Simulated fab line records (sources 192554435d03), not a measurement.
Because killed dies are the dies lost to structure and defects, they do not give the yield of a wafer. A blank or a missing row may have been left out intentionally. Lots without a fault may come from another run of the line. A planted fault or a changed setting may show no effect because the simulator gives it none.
fab line records	flow n5Finfet
[record] lots = 8	wafers = 24	lastDay = 18
route steps=1938 shown BEOL_M0_SAQP@633 BEOL_M0_CUTY@710 BEOL_M4@1111 PASSIVATION@1936
lots that met no fault: from a run of the same line without faults
startH: hours from the record's opening day to when the first of the lot's shown wafers began	waitH: hours elapsed since this lot's preceding step	" identical to the entry in the row above	L1.1+2: several wafers, shown together as one row	- no value, or no start was given	* or withheld: withheld	< > ~ a bound
route shown NAME@n: names a module that has steps shown in the file, with the first one's number in the route	usual: the fault-free wafers' mean and standard deviation	same: alike in all rows	chamber/n: place in a boat	sites: each site's reading	_std_site: how widely they spread, as a standard deviation	_edge_site: outer sites' mean less inner sites'	radiusMm: how far each site lies from the wafer's centre	mask NAME#n: copy n	behind: the most recent tool/chamber to have shaped the wafer	hold: why the lot went on hold/how many hours it stayed there/how the hold came to an end	device: the n, p or np transistor that did not switch	end of line: tests run on the same wafers once the route is complete	a step with no rows: only its recipe	killed: count of dies lost to structure and defects at first sort (not the wafer's yield)	map: the dies of a wafer, with x for killed, . for not killed, _ for no die there
set.NAME: the setting that was run; set.NAME@STEP: the one run at that earlier step	model.NAME: the simulator's own value behind a step, which no gauge read
route steps across a sampled set of lots; one table per step, one row per wafer
services: a tool's chamber out of use, with start hour (startH, from the record's first day; less than 0 if before it), hours out, and reason
[[steps]]
[step N5_BEOL_M0_SAQP_ILD_DEP_01]
[recipe] material = SiOC	targetThkA = 454.19	tempC = 350	precursor = DEMS/O2	pressureTorr = 5	rfW = 500	timeS = 8.7
[usual] heaterPowerW = 479/95	rfFwdPowerW = 493.6/2	showerheadPlenumPTorr = 5.697/0.017	throttleValvePct = 11.7/0.48
lot.wafer	tool	chamber	startH	waitH	heaterPowerW	rfFwdPowerW	showerheadPlenumPTorr	throttleValvePct
L401.3	pecvd-02	1	116.67	0.0	606	494.9	5.701	11.8
L401.4	"	0	"	"	406	489.9	5.688	10.8
L401.6	"	1	"	"	618	495.5	5.713	11.9
L404.1	pecvd-04	1	135.38	0.0	413	493.4	5.689	11.3
L404.2	"	0	"	"	360	492.1	5.722	12.3
L404.4	"	1	"	"	408	490.0	5.697	11.4
L405.1	pecvd-04	0	139.25	0.0	375	491.3	5.701	12.4
L405.3	"	1	"	"	443	492.1	5.718	11.2
L405.6	"	1	"	"	448	490.7	5.703	11.1
L415.1	pecvd-04	0	203.80	0.0	362	493.6	5.728	12.2
L415.3	"	2	"	"	466	492.8	5.694	11.5
L415.5	"	0	"	"	363	493.0	5.704	12.4
L417.3	pecvd-04	1	219.28	0.0	448	491.7	5.685	11.2
L417.5	"	2	"	"	493	495.1	5.687	11.5
L417.6	"	0	"	"	354	493.9	5.713	12.2
L418.2	pecvd-02	2	222.28	0.0	541	496.6	5.686	11.9
L418.5	"	0	"	"	428	492.0	5.689	11.1
L418.6	"	1	"	"	637	495.8	5.709	12.1
L420.1	pecvd-03	1	235.80	0.0	470	492.6	5.705	12.5
L420.3	"	0	"	"	587	495.1	5.726	11.9
L420.4	"	2	"	"	430	492.9	5.676	11.6
L422.1	pecvd-02	1	243.53	0.0	653	494.2	5.706	12.0
L422.5	"	1	"	"	650	494.5	5.711	12.0
L422.6	"	0	"	"	431	491.2	5.674	10.9
[step N5_BEOL_M0_SAQP_INSPECT_16]
[recipe] mode = adi	inspectInstrument = brightfield
[usual] rawDefectCount = 506/160
lot.wafer	tool	chamber	startH	waitH	rawDefectCount
L401.3	defectInspect-02	-	117.63	0.0	607
L401.4	"	-	"	"	843
L401.6	"	-	"	"	992
L404.1	defectInspect-01	-	137.04	0.0	534
L404.2	"	-	"	"	618
L404.4	"	-	"	"	626
L405.1	defectInspect-02	-	141.28	0.0	481
L405.3	"	-	"	"	352
L405.6	"	-	"	"	558
L415.1	defectInspect-02	-	205.72	0.0	1620
L415.3	"	-	"	"	1685
L415.5	"	-	"	"	1631
L417.3	defectInspect-01	-	220.71	0.0	1535
L417.5	"	-	"	"	1684
L417.6	"	-	"	"	1623
L418.2	defectInspect-02	-	223.55	0.0	350
L418.5	"	-	"	"	375
L418.6	"	-	"	"	373
L420.1	defectInspect-02	-	238.40	0.0	418
L420.3	"	-	"	"	527
L420.4	"	-	"	"	374
L422.1	defectInspect-02	-	244.79	0.0	374
L422.5	"	-	"	"	452
L422.6	"	-	"	"	511
[step N5_BEOL_M0_SAQP_HM_OPEN_112]
[recipe] chemistry = CHF3/O2	target = SiO2	stopOn = a-Si	targetDepthA = 120	overEtchFrac = 1.25	maskMaterial = SOC	timeS = 13.5	pressureMtorr = 30	sourceW = 650	biasW = 170	Ar_flow_sccm = 200	CHF3_flow_sccm = 50	O2_flow_sccm = 5	ionEnergyEv = 200	ends = endPoint
[usual] drypumpMotorCurrentA = 5.9/0.69	oes_ar_750_au = 0.78/0.061	oesProductAu = 0.51/0.04	rfFwdPowerW = 643.8/3	rfVppV = 522/12	showerheadPlenumPTorr = 2.39/0.059	throttleValvePct = 18.69/0.17
lot.wafer	tool	chamber	startH	waitH	drypumpMotorCurrentA	oes_ar_750_au	oesProductAu	rfFwdPowerW	rfHoursCounterH	rfVppV	showerheadPlenumPTorr	throttleValvePct
L401.3	rieDiel-03	2	118.06	0.0	6.6	0.78	0.51	643.8	157	500	2.31	18.85
L401.4	"	0	"	"	6.4	0.80	0.55	646.6	72	524	2.42	18.51
L401.6	"	0	"	"	6.4	0.80	0.54	643.9	-	521	2.42	18.52
L404.1	rieDiel-01	2	137.47	0.0	5.2	0.73	0.49	644.6	146	530	2.42	18.57
L404.2	"	0	"	"	5.6	0.82	0.52	645.7	109	525	2.44	18.90
L404.4	"	0	"	"	5.6	0.82	0.53	649.7	-	525	2.44	18.90
L405.1	rieDiel-03	3	141.61	0.0	6.4	0.73	0.47	639.0	193	507	2.37	18.78
L405.3	"	2	"	"	6.6	0.77	0.50	644.4	164	501	2.31	18.86
L405.6	"	1	"	"	5.4	0.86	0.56	646.5	-	514	2.46	18.34
L415.1	rieDiel-04	2	207.04	0.0	6.5	0.86	0.57	643.3	24	535	2.36	18.47
L415.3	"	0	"	"	5.4	0.71	0.47	642.2	197	539	2.47	18.69
L415.5	"	2	"	"	6.5	0.87	0.57	643.8	-	535	2.36	18.48
L417.3	rieDiel-03	0	220.93	0.0	6.4	0.78	0.52	640.3	100	521	2.41	18.57
L417.5	"	0	"	"	6.4	0.78	0.52	643.3	-	521	2.41	18.57
L417.6	"	3	"	"	6.4	0.72	0.48	642.0	-	508	2.37	18.79
L418.2	rieDiel-01	3	224.18	0.0	6.4	0.85	0.56	645.7	52	513	2.36	18.78
L418.5	"	2	"	"	5.2	0.71	0.48	647.0	-	531	2.41	18.63
L418.6	"	1	"	"	4.9	0.69	0.47	641.9	-	532	2.29	18.92
L420.1	rieDiel-01	0	238.88	0.0	5.6	0.79	0.51	647.6	137	523	2.43	18.95
L420.3	"	1	"	"	4.8	0.69	0.46	637.0	213	529	2.29	18.93
L420.4	"	3	"	"	6.4	0.86	0.56	641.5	54	510	2.36	18.79
L422.1	rieDiel-03	2	245.36	0.0	6.6	0.76	0.49	647.5	191	499	2.30	18.92
L422.5	"	3	"	"	6.4	0.72	0.47	640.3	-	507	2.36	18.80
L422.6	"	2	"	"	6.6	0.75	0.50	644.9	-	499	2.30	18.91
[step N5_BEOL_M0_SAQP_MANDREL_ETCH_20]
[recipe] targetDepthA = 600	chemistry = HBr/Cl2	target = a-Si	stopOn = SiNx	btTimeS = 10	maskMaterial = SOC	overEtchFrac = 0.5	timeS = 30	pressureMtorr = 10	icpW = 800	biasW = 75	HBr_flow_sccm = 150	Cl2_flow_sccm = 80	ends = endPoint
[usual] drypumpMotorCurrentA = 6.0/0.48	oesProductAu = 0.774/0.016	rfFwdPowerW = 795.6/2.7	throttleValvePct = 35.41/0.26
lot.wafer	tool	chamber	startH	waitH	drypumpMotorCurrentA	oesProductAu	rfFwdPowerW	rfHoursCounterH	throttleValvePct
L401.3	rieSi-06	2	118.14	0.0	5.7	0.786	798.8	180	35.65
L401.4	"	1	"	"	6.4	0.795	793.1	136	35.47
L401.6	"	2	"	"	5.7	0.789	796.2	-	35.65
L404.1	rieSi-06	1	137.55	0.0	6.3	0.795	795.7	136	35.49
L404.2	"	3	"	"	5.2	0.785	796.0	146	35.60
L404.4	"	2	"	"	5.8	0.797	792.7	180	35.63
L405.1	rieSi-02	1	141.69	0.0	6.3	0.739	796.6	6	35.56
L405.3	"	3	"	"	5.3	0.762	798.6	1	35.07
L405.6	"	1	"	"	6.3	0.754	792.4	-	35.53
L415.1	rieSi-05	3	207.12	0.0	5.9	0.766	794.1	57	35.26
L415.3	"	1	"	"	6.7	0.751	795.5	51	35.24
L415.5	"	1	"	"	6.7	0.772	796.9	-	35.19
L417.3	rieSi-02	0	221.02	0.0	6.7	0.766	801.2	141	35.78
L417.5	"	3	"	"	5.3	0.772	799.1	-	35.04
L417.6	"	2	"	"	5.8	0.795	800.2	-	34.86
L418.2	rieSi-06	3	224.26	0.0	5.2	0.788	789.6	148	35.61
L418.5	"	2	"	"	5.7	0.801	796.9	-	35.64
L418.6	"	1	"	"	6.4	0.806	795.0	-	35.47
L420.1	rieSi-06	0	238.96	0.0	5.8	0.771	791.9	8	35.68
L420.3	"	1	"	"	6.3	0.792	800.0	138	35.50
L420.4	"	3	"	"	5.2	0.793	801.0	148	35.57
L422.1	rieSi-06	1	245.45	0.0	6.3	0.792	796.9	138	35.51
L422.5	"	0	"	"	5.9	0.768	798.0	-	35.67
L422.6	"	3	"	"	5.2	0.778	796.2	-	35.61
[step N5_BEOL_M0_SAQP_RECESS_114]
[recipe] chemistry = HF/NH3	target = SiO2	targetDepthA = 144	afsCycles = 3	tempC = 30	sublimationTempC = 180	sublimationTimeS = 60
[usual] drypumpMotorCurrentA = 5.8/0.4	tempC = 30.01/0.11
lot.wafer	tool	chamber	startH	waitH	drypumpMotorCurrentA	tempC
L401.3	vaporEtch-01	0	118.54	0.1	6.0	30.25
L401.4	"	1	"	"	5.3	30.10
L401.6	"	0	"	"	6.0	30.36
L404.1	vaporEtch-02	1	137.78	0.0	6.4	30.00
L404.2	"	0	"	"	5.6	29.88
L404.4	"	0	"	"	5.6	29.97
L405.1	vaporEtch-02	0	141.92	0.0	5.6	30.12
L405.3	"	1	"	"	6.4	29.93
L405.6	"	0	"	"	5.7	30.17
L415.1	vaporEtch-01	0	207.36	0.0	6.0	29.83
L415.3	"	1	"	"	5.3	29.86
L415.5	"	0	"	"	6.0	29.94
L417.3	vaporEtch-01	1	221.37	0.1	5.3	30.11
L417.5	"	0	"	"	6.0	29.91
L417.6	"	1	"	"	5.3	30.00
L418.2	vaporEtch-01	1	224.49	0.0	5.3	29.92
L418.5	"	1	"	"	5.3	29.88
L418.6	"	0	"	"	6.0	30.03
L420.1	vaporEtch-02	0	239.20	0.0	5.7	30.20
L420.3	"	0	"	"	5.7	30.09
L420.4	"	1	"	"	6.3	30.13
L422.1	vaporEtch-01	0	245.83	0.0	6.0	30.15
L422.5	"	1	"	"	5.3	30.00
L422.6	"	0	"	"	6.0	30.11
[step N5_BEOL_M0_SAQP_INSPECT_42]
[recipe] mode = adi	inspectInstrument = brightfield
[usual] rawDefectCount = 286/84
lot.wafer	tool	chamber	startH	waitH	rawDefectCount
L401.3	defectInspect-02	-	122.47	0.0	412
L401.4	"	-	"	"	418
L401.6	"	-	"	"	465
L404.1	defectInspect-01	-	141.12	0.1	228
L404.2	"	-	"	"	278
L404.4	"	-	"	"	319
L405.1	defectInspect-01	-	145.85	0.1	345
L405.3	"	-	"	"	223
L405.6	"	-	"	"	241
L415.1	defectInspect-01	-	212.80	0.1	1603
L415.3	"	-	"	"	1552
L415.5	"	-	"	"	1486
L417.3	defectInspect-02	-	224.93	0.0	1380
L417.5	"	-	"	"	1421
L417.6	"	-	"	"	1481
L418.2	defectInspect-01	-	229.44	0.0	274
L418.5	"	-	"	"	298
L418.6	"	-	"	"	353
L420.1	defectInspect-02	-	242.79	0.1	327
L420.3	"	-	"	"	355
L420.4	"	-	"	"	181
L422.1	defectInspect-01	-	249.74	0.1	253
L422.5	"	-	"	"	306
L422.6	"	-	"	"	451
[step N5_BEOL_M0_CUTY_INSPECT_59]
[recipe] mode = adi	inspectInstrument = macro
[usual] rawDefectCount = 2.2/1.4
lot.wafer	tool	chamber	startH	waitH	rawDefectCount
L401.3	defectInspect-01	-	124.53	0.0	1
L401.4	"	-	"	"	3
L401.6	"	-	"	"	2
L404.1	defectInspect-01	-	142.52	0.0	0
L404.2	"	-	"	"	0
L404.4	"	-	"	"	3
L405.1	defectInspect-01	-	147.25	0.0	3
L405.3	"	-	"	"	2
L405.6	"	-	"	"	0
L415.1	defectInspect-01	-	214.08	0.0	>300
L415.3	"	-	"	"	>300
L415.5	"	-	"	"	>300
L417.3	defectInspect-01	-	226.54	0.0	>300
L417.5	"	-	"	"	>300
L417.6	"	-	"	"	>300
L418.2	defectInspect-01	-	230.71	0.0	4
L418.5	"	-	"	"	2
L418.6	"	-	"	"	5
L420.1	defectInspect-02	-	244.66	0.0	4
L420.3	"	-	"	"	2
L420.4	"	-	"	"	4
L422.1	defectInspect-01	-	251.13	0.0	2
L422.5	"	-	"	"	4
L422.6	"	-	"	"	2
[step N5_BEOL_M4_RC_MEAS_101]
[usual] DIBL_N = 36.3/2	DIBL_P = 36.3/2.4	IOFF_N = 0.16/0.034	IOFF_P = 0.21/0.035	ION_N = 672/12	ION_P = 459/6.5	SS_N = 71.6/0.67	SS_P = 73.3/0.71	VT_N = 250/3.5	VT_P = -251/3
lot.wafer	tool	chamber	startH	waitH	DIBL_N[mV/V]	DIBL_P[mV/V]	IOFF_N[nA/um]	IOFF_P[nA/um]	ION_N[uA/um]	ION_P[uA/um]	SS_N[mV/dec]	SS_P[mV/dec]	VT_N[mV]	VT_P[mV]
L401.3	prober-02	0	175.68	0.3	32.6	31.7	0.10	0.15	651	456	70.0	72.0	259	-256
L401.4	"	0	"	"	32.3	31.6	0.10	0.15	653	453	69.8	71.8	256	-253
L401.6	"	0	"	"	32.3	31.5	0.10	0.15	664	456	70.1	72.1	257	-254
L404.1	prober-02	0	197.18	0.0	35.9	34.6	0.14	0.17	657	444	71.6	73.7	255	-256
L404.2	"	0	"	"	39.3	38.7	0.22	0.23	689	463	73.1	74.5	247	-251
L404.4	"	0	"	"	35.9	34.3	0.15	0.16	672	452	72.0	73.3	251	-256
L405.1	prober-01	0	200.49	0.0	34.8	35.7	0.14	0.19	674	460	71.6	72.7	251	-250
L405.3	"	0	"	"	36.4	37.8	0.16	0.22	675	467	71.6	73.9	249	-249
L405.6	"	0	"	"	36.4	36.9	0.17	0.21	680	458	70.6	73.1	247	-251
L415.1	prober-02	0	302.96	0.0	36.1	37.3	0.15	0.22	661	462	71.3	73.1	249	-248
L415.3	"	0	"	"	36.9	37.7	0.16	0.22	669	469	70.7	72.8	249	-245
L415.5	"	0	"	"	36.7	38.0	0.16	0.22	684	474	72.0	73.5	249	-248
L418.2	prober-02	0	308.36	0.2	36.9	37.5	0.17	0.21	678	459	71.0	73.6	248	-251
L418.5	"	0	"	"	34.1	33.3	0.12	0.14	659	448	70.7	72.5	255	-256
L418.6	"	0	"	"	39.1	39.4	0.21	0.23	682	458	72.3	73.4	246	-251
L420.1	prober-01	0	317.86	0.0	37.9	38.8	0.20	0.25	699	473	72.3	74.4	245	-248
L420.3	"	0	"	"	37.1	37.0	0.18	0.22	679	463	71.9	73.8	246	-249
L420.4	"	0	"	"	40.2	40.1	0.24	0.28	693	469	72.8	74.6	243	-250
L417.3	prober-02	0	319.02	0.3	37.0	38.8	0.20	0.25	682	462	71.8	74.3	247	-248
L417.5	"	0	"	"	34.8	34.8	0.15	0.19	666	454	71.2	74.1	249	-252
L417.6	"	0	"	"	38.7	38.5	0.24	0.24	676	458	72.4	74.0	244	-249
L422.1	prober-01	0	326.38	0.0	36.8	37.1	0.19	0.22	680	459	71.8	73.0	248	-249
L422.5	"	0	"	"	37.2	37.9	0.20	0.24	679	459	72.0	73.4	246	-248
L422.6	"	0	"	"	36.1	36.1	0.18	0.21	684	462	72.0	72.6	245	-251
[step N5_PASSIVATION_PROBE_49]
[usual] defectLimitedYield = 91.4/1.5	killed_at_M0_to_M3 = 33/11	killed_at_M4_up = 14/5.3	killedAtContacts = 13/6.2	killedAtFrontEnd = 39/13	killedAtOther = 3.1/2.8	killedDies = 102/17	killedOpen = 68/13	killedShort = 32/7.8	sort_bin_5_function = 5.1/0.95	sort_bin_6_memory = 3.2/0.7	sort_bin_8_speed = 0.02/0.16	sortNPass = 1078/18	sortYieldPct = 91.3/1.5
[same] grossDies = 1180	killedAtBackSide = 0	sort_bin_4_leakage[%] = 0
lot.wafer	tool	chamber	startH	waitH	defectLimitedYield[%]	killed_at_M0_to_M3	killed_at_M4_up	killedAtContacts	killedAtFrontEnd	killedAtOther	killedDies	killedOpen	killedShort	sort_bin_5_function[%]	sort_bin_6_memory[%]	sort_bin_8_speed[%]	sortNPass	sortYieldPct[%]
L415.1	prober-01	-	409.83	0.0	79.2	176	16	18	31	5	246	65	29	12.5	4.7	0	934	79.2
L415.3	prober-01	-	409.93	0.1	87.8	97	8	22	15	2	144	64	21	6.6	3.7	0	1036	87.8
L415.5	prober-01	-	410.03	0.2	78.9	193	15	15	23	3	249	53	35	12.3	4.4	0	931	78.9
L417.3	prober-02	-	425.66	0.1	83.6	147	13	8	24	1	193	49	33	10.1	2.6	0	987	83.6
L417.5	prober-02	-	425.76	0.2	84.5	115	11	13	36	8	183	79	44	8.6	4.6	0	997	84.5
L417.6	prober-02	-	425.81	0.3	79.8	187	10	11	29	1	238	49	33	12.7	3.4	0	942	79.8
// killed by level:class
L415.1 BEOL_M0_SAQP:unspecified=152 MOL_CONTACT_COAG:geometricParticle:open=17 BEOL_M4:geometricParticle:open=9 STI_FIN_REVEAL:geometricParticle:open=8 BEOL_M2:geometricParticle:open=7 BEOL_M0_SAQP:geometricParticle:short=5 FIN_SAQP:geometricParticle:short=5 FIN_SAQP:geometricParticle:open=4
L415.3 BEOL_M0_SAQP:unspecified=59 MOL_CONTACT_COAG:geometricParticle:open=19 BEOL_M1:geometricParticle:open=9 BEOL_M0_SAQP:geometricParticle:open=8 BEOL_M2:geometricParticle:open=6 BEOL_M3:geometricParticle:open=5 BEOL_M3:geometricParticle:short=4 FIN_SAQP:geometricParticle:short=3
L415.5 BEOL_M0_SAQP:unspecified=161 MOL_CONTACT_COAG:geometricParticle:open=11 BEOL_M0_SAQP:geometricParticle:short=11 STI_FIN_REVEAL:geometricParticle:open=6 BEOL_M8:geometricParticle:open=6 BEOL_M3:geometricParticle:open=5 FIN_SAQP:geometricParticle:open=4 MOL_CONTACT_COAG:geometricParticle:short=4
L417.3 BEOL_M0_SAQP:unspecified=110 BEOL_M0_SAQP:geometricParticle:open=14 BEOL_M4:geometricParticle:open=9 BEOL_M0_SAQP:geometricParticle:short=8 MOL_CONTACT_COAG:geometricParticle:open=5 FIN_SAQP:geometricParticle:short=4 BEOL_M2:geometricParticle:short=4 FIN_SAQP:geometricParticle:open=3
L417.5 BEOL_M0_SAQP:unspecified=59 BEOL_M0_SAQP:geometricParticle:short=18 BEOL_M0_SAQP:geometricParticle:open=17 MOL_CONTACT_COAG:geometricParticle:open=12 BEOL_M4:geometricParticle:open=7 GATE_CUT:geometricParticle:open=6 BEOL_M2:geometricParticle:open=6 BEOL_M3:geometricParticle:short=6
L417.6 BEOL_M0_SAQP:unspecified=151 MOL_CONTACT_COAG:geometricParticle:open=11 BEOL_M0_SAQP:geometricParticle:open=10 BEOL_M0_SAQP:geometricParticle:short=8 BEOL_M4:geometricParticle:open=6 BEOL_M3:geometricParticle:short=5 STARTING-WAFER:geometricParticle:short=5 FIN_SAQP:geometricParticle:short=4
[[services]]
tool	chamber	startH	hours	kind
pecvd-02	2	113.23	8.5	repair
pecvd-04	0	117.43	5.5	scheduledDown
rieDiel-04	2	118.16	-	clean
pecvd-02	0	120.54	5.8	repair
pecvd-03	1	125.33	9.7	repair
rieDiel-01	1	136.98	6.2	repair
rieSi-06	2	138.78	8.2	repair
rieSi-05	3	146.86	29.3	repair
rieSi-02	1	153.02	11.9	repair
rieDiel-04	3	157.82	7.7	repair
rieDiel-01	3	159.74	5.1	repair
rieDiel-04	0	164.51	10.8	repair
pecvd-04	-	172.67	5.6	repair
rieDiel-01	0	192.03	15.2	repair
rieDiel-01	3	199.51	13.7	repair
rieDiel-01	1	203.97	4.9	repair
rieSi-02	-	204.04	14.6	pm
rieSi-06	0	210.44	8.4	repair
rieSi-05	0	215.47	4.6	repair
pecvd-03	0	222.15	4.3	repair
rieSi-02	-	222.50	1.0	repair
rieSi-02	3	228.92	1.4	repair
rieDiel-01	3	233.71	4.6	repair
vaporEtch-01	0	233.97	1.7	repair
[[key]]
[firstSign] step = N5_BEOL_M0_SAQP_INSPECT_16	reading = rawDefectCount	direction = up	sigmas = 7.1	usual = 506	struck = 1630
[effect] step = N5_BEOL_M0_SAQP_INSPECT_42	reading = rawDefectCount	direction = up	sigmas = 14	usual = 286	struck = 1487
[effect] step = N5_BEOL_M0_CUTY_INSPECT_59	reading = rawDefectCount	direction = up	sigmas = 99+	usual = 2.2	struck = >300
[effect] step = N5_PASSIVATION_PROBE_49	reading = killed_at_M0_to_M3	direction = up	sigmas = 11	usual = 33	struck = 152
[moreKillsBornAt] N5_BEOL_M0_SAQP_ILD_DEP_01@pecvd-04 = 692
metAt N5_BEOL_M0_SAQP_ILD_DEP_01
struckLots L415,L417
notActingAt N5_BEOL_M0_SAQP_HM_OPEN_112,N5_BEOL_M0_SAQP_MANDREL_ETCH_20,N5_BEOL_M0_SAQP_RECESS_114
onsetBetween 139.25 203.80
[fault] kind = chamberParticleSource	tool = pecvd-04	chamber = -	onsetH = 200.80	steps = N5_BEOL_M0_SAQP_ILD_DEP_01	ratePerVisitCm2 = 1.8067	endH = 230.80
